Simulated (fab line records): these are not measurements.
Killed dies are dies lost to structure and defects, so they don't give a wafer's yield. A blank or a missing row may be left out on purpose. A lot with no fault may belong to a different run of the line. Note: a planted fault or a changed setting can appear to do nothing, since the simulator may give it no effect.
Matching of chambers -- flow n5_finfet -- N5_MOL_CONTACT_COAG_ETCH_59 on rie_diel-06 has 4 sister chambers
The step etches underlayer in N2/H2, target depth 13 nm, time 10.4 s. 7 wafers are shown with their chamber, then 8 later ones without.

== WAFERS, EACH WITH ITS CHAMBER ==
wafer,chamber,showerhead_plenum_p_Torr (Torr),throttle_valve_pct (%)
L846.1,3,2.71,17.67
L846.4,1,2.41,18.55
L855.2,0,2.51,18.31
L856.1,2,2.43,18.19
L856.4,2,2.43,18.20
L856.6,3,2.70,17.70
L860.2,0,2.51,18.33

== WAFERS MISSING THEIR CHAMBER ==
wafer,showerhead_plenum_p_Torr (Torr),throttle_valve_pct (%)
L860.3,2.70,17.73
L860.5,2.51,18.34
L861.1,2.72,18.14
L861.4,2.69,17.74
L861.6,2.72,18.15
L864.3,2.51,18.33
L864.4,2.71,18.15
L864.5,2.51,18.35

== WHICH CHAMBER EACH ONE RAN IN ==
wafer,from the rows above,in truth
L860.3,3,3
L860.5,0,0
L861.1,3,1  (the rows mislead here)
L861.4,3,3
L861.6,3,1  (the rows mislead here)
L864.3,0,0
L864.4,3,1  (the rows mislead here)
L864.5,0,0
5 of 8 placed correctly. Left unplaced by these rows: 0. Wrongly placed: 3.
How it was worked out, from the rows above alone: a wafer's distance from a chamber is the root of the sum, over the readings, of the square of ((its reading less the chamber's mean) divided by the reading's scatter). If the next closest chamber is less than 2 further off than the closest, the wafer can't be placed; otherwise it belongs to the closest. A chamber's mean is the mean of its shown wafers. How the scatter is found: for the shown wafers, subtract from each reading the mean of its chamber, square and add these, divide the total by (wafers less chambers), then take the root.
